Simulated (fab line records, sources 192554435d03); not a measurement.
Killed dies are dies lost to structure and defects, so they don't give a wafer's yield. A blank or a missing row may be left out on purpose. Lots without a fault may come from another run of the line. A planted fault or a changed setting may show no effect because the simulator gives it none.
Chamber matching | flow n5_finfet | N5_BEOL_M0_SAQP_PECVD_96 on pecvd-04: 3 sister chambers
The step deposits a-Si from SiH4/He, target thk 45 nm, time 45.2 s. 16 wafers are shown with their chamber, then 8 later ones without.

WAFERS WITH THEIR CHAMBER
wafer  | chamber | throttle_valve_pct (%) | showerhead_plenum_p_Torr (Torr) | chamber_pressure_Torr (Torr)
L074.1 | 1       | 18.4                   | 5.61                            | 2.998
L074.3 | 2       | 21.6                   | 5.73                            | 3.002
L074.6 | 0       | 19.4                   | 5.66                            | 3.001
L080.2 | 0       | 19.2                   | 5.67                            | 2.997
L080.3 | 1       | 18.2                   | 5.62                            | 3.006
L080.4 | 1       | 18.4                   | 5.61                            | 2.992
L081.3 | 0       | 19.5                   | 5.67                            | 3.002
L081.4 | 1       | 18.2                   | 5.62                            | 2.996
L081.5 | 0       | 19.3                   | 5.67                            | 2.998
L082.2 | 1       | 18.2                   | 5.61                            | 2.993
L082.4 | 0       | 19.3                   | 5.66                            | 2.997
L082.5 | 2       | 21.5                   | 5.74                            | 3.019
L083.1 | 0       | 19.1                   | 5.67                            | 3.008
L083.2 | 1       | 18.0                   | 5.61                            | 2.989
L083.4 | 2       | 21.4                   | 5.74                            | 3.004
L086.1 | 1       | 18.2                   | 5.62                            | 3.008

SIGNATURES (means of the wafers above)
reading                  | chamber 0 | chamber 1 | chamber 2 | scatter within a chamber
throttle_valve_pct       | 19.300    | 18.229    | 21.500    | 0.134
showerhead_plenum_p_Torr | 5.6667    | 5.6143    | 5.7367    | 0.00535
chamber_pressure_Torr    | 3.00050   | 2.99743   | 3.00833   | 0.00662
Rule: a wafer's distance from a chamber is the root of the sum, over the readings, of the square of ((its reading less the chamber's mean) divided by the reading's scatter). The wafer belongs to the nearest chamber; if the next one is less than 2 further off, it can't be placed. The scatter: the root of (the sum of the squares of (reading less its chamber's mean) over the shown wafers, divided by (wafers less chambers)).

WAFERS WITHOUT THEIR CHAMBER
wafer  | throttle_valve_pct (%) | showerhead_plenum_p_Torr (Torr) | chamber_pressure_Torr (Torr)
L086.2 | 19.3                   | 5.69                            | 3.002
L086.4 | 21.5                   | 5.73                            | 3.000
L092.1 | 18.3                   | 5.62                            | 3.006
L092.4 | 19.6                   | 5.67                            | 3.002
L092.5 | 19.5                   | 5.67                            | 2.997
L093.3 | 18.3                   | 5.62                            | 2.986
L093.4 | 19.6                   | 5.66                            | 3.001
L093.5 | 19.6                   | 5.66                            | 3.001

WHICH CHAMBER EACH WENT THROUGH
wafer  | from the rows above | in truth
L086.2 | 0                   | 0
L086.4 | 2                   | 2
L092.1 | 1                   | 1
L092.4 | 0                   | 0
L092.5 | 0                   | 0
L093.3 | 1                   | 1
L093.4 | 0                   | 0
L093.5 | 0                   | 0
Placed correctly: 8 of 8. Can't be placed from these rows: 0. Placed wrongly: 0.
